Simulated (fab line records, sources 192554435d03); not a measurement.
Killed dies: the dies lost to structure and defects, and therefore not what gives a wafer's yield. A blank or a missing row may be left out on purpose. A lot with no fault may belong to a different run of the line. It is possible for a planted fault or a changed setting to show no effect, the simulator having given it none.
3 desks, one fault / flow n5_finfet / only its own numbers are on each desk; what lay behind them is given at the end

== THE TOOL OWNER'S DESK: rie_diel-04 ==
The tool's own readings at N5_ZERO_LAYER_ETCH_17 (etches SiO2 in CF4, target depth 12 nm, time 13.3 s): means of the sampled wafers that have a number, for each lot that ran on this tool. A lot is out of limits, marked OUT, if its mean lies more than 4 standard deviations from the usual mean; the brackets give that distance.
Columns: A = cf4_flow_sccm at N5_ZERO_LAYER_ETCH_17, usual 100.04 sccm; B = drypump_motor_current_A at N5_ZERO_LAYER_ETCH_17, usual 5.8 A; C = oes_product_au at N5_ZERO_LAYER_ETCH_17, usual 0.75 a.u.; D = rf_vpp_V at N5_ZERO_LAYER_ETCH_17, usual 948 V; E = showerhead_plenum_p_Torr at N5_ZERO_LAYER_ETCH_17, usual 2.13 Torr; F = throttle_valve_pct at N5_ZERO_LAYER_ETCH_17, usual 15.69 %
lot=L546; first seen here=day 3 00:50; A=99.87; B=6.0; C=0.77; D=955; E=2.24; F=15.62
lot=L547; first seen here=day 3 06:56; A=99.85; B=5.9; C=0.77; D=949; E=2.15; F=15.74
lot=L549; first seen here=day 3 19:48; A=100.09; B=5.9; C=0.77; D=949; E=2.15; F=15.77
lot=L554; first seen here=day 5 00:43; A=99.75; B=5.7; C=0.92 (+5.3) OUT; D=953; E=2.19; F=15.66
lot=L556; first seen here=day 5 12:54; A=99.94; B=6.2; C=0.90 (+4.7) OUT; D=949; E=2.14; F=15.86
This desk's verdict: out of limits on L554, L556, starting with L554 at day 5 00:43 (oes_product_au at N5_ZERO_LAYER_ETCH_17). L546, L547, L549: within limits.

== THE METROLOGY DESK ==
What the gauges read, lot by lot, whatever tool the lot ran on: means of the sampled wafers that have a number. A lot is out of limits, marked OUT, if its mean lies more than 4 standard deviations from the usual mean; the brackets give that distance. Shown here are 7 of its 11 readings, the ones lying furthest out on some lot.
Columns: A = PWELL_OVL at N5_WELL_APT_OVL_MEAS_26, usual -2 nm; B = DIBL_N at N5_BEOL_M4_RC_MEAS_101, usual 35.8 mV/V; C = DIBL_P at N5_BEOL_M4_RC_MEAS_101, usual 36.0 mV/V; D = IOFF_N at N5_BEOL_M4_RC_MEAS_101, usual 0.153 nA/um; E = IOFF_P at N5_BEOL_M4_RC_MEAS_101, usual 0.21 nA/um; F = ION_N at N5_BEOL_M4_RC_MEAS_101, usual 673 uA/um; G = SS_N at N5_BEOL_M4_RC_MEAS_101, usual 71.4 mV/dec
lot=L540; first seen here=day 1 15:08; A=-4; B=36.2; C=37.2; D=0.171; E=0.23; F=682; G=71.0
lot=L546; first seen here=day 3 04:58; A=4; B=35.9; C=36.9; D=0.168; E=0.22; F=680; G=71.5
lot=L547; first seen here=day 3 09:15; A=0; B=32.9; C=32.2; D=0.108; E=0.15; F=653; G=70.4
lot=L549; first seen here=day 3 21:53; A=-10; B=35.6; C=36.2; D=0.152; E=0.20; F=682; G=71.4
lot=L552; first seen here=day 4 14:58; A=-3; B=34.6; C=34.1; D=0.131; E=0.19; F=666; G=71.1
lot=L554; first seen here=day 5 02:52; A=0; B=37.8; C=38.2; D=0.185; E=0.26; F=682; G=71.8
lot=L556; first seen here=day 5 15:01; A=-9; B=36.0; C=34.3; D=0.137; E=0.19; F=669; G=71.5
lot=L560; first seen here=day 6 15:06; A=-4; B=35.0; C=36.2; D=0.161; E=0.22; F=671; G=71.6
lot=L563; first seen here=day 7 09:05; A=0; B=36.0; C=34.2; D=0.147; E=0.19; F=669; G=71.3
This desk found nothing out of limits on any of the 9 lots.

== THE DEFECT DESK ==
Inspection counts along the route, by lot: the mean over sampled wafers that carry a number. A lot is out of limits, marked OUT, if its mean lies more than 4 standard deviations from the usual mean; the brackets give that distance.
Columns: A = raw_defect_count at N5_START_INSPECT_01, usual 5.8
lot=L540; first seen here=day 1 12:02; A=4.0
lot=L546; first seen here=day 3 00:02; A=8.7
lot=L547; first seen here=day 3 06:02; A=4.3
lot=L549; first seen here=day 3 18:02; A=3.7
lot=L552; first seen here=day 4 12:02; A=8.0
lot=L554; first seen here=day 5 00:02; A=4.5
lot=L556; first seen here=day 5 12:02; A=3.5
lot=L560; first seen here=day 6 12:02; A=5.0
lot=L563; first seen here=day 7 06:02; A=7.3
This desk found nothing out of limits on any of the 9 lots.

== BROUGHT TOGETHER ==
An alarm could have come from the tool owner's desk at day 5 00:43, on L554, L556.
Metrology desk: nothing out of limits seen.
No out-of-limits result turned up at the defect desk.
The metrology desk holds a record of L554, L556, inside its limits.
The defect desk has L554, L556 on record, within its limits.
Of the lots named, all ran N5_ZERO_LAYER_ETCH_17 on rie_diel-04.

== WHAT THE SIMULATOR HAD PUT IN ==
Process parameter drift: rie_diel-04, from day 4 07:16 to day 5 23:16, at N5_ZERO_LAYER_ETCH_17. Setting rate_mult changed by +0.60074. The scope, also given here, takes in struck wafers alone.
Shown lots that were struck: L554, L556.
How many hours passed from the start of the fault until each desk's first out-of-limits reading: the tool owner's desk, 17.
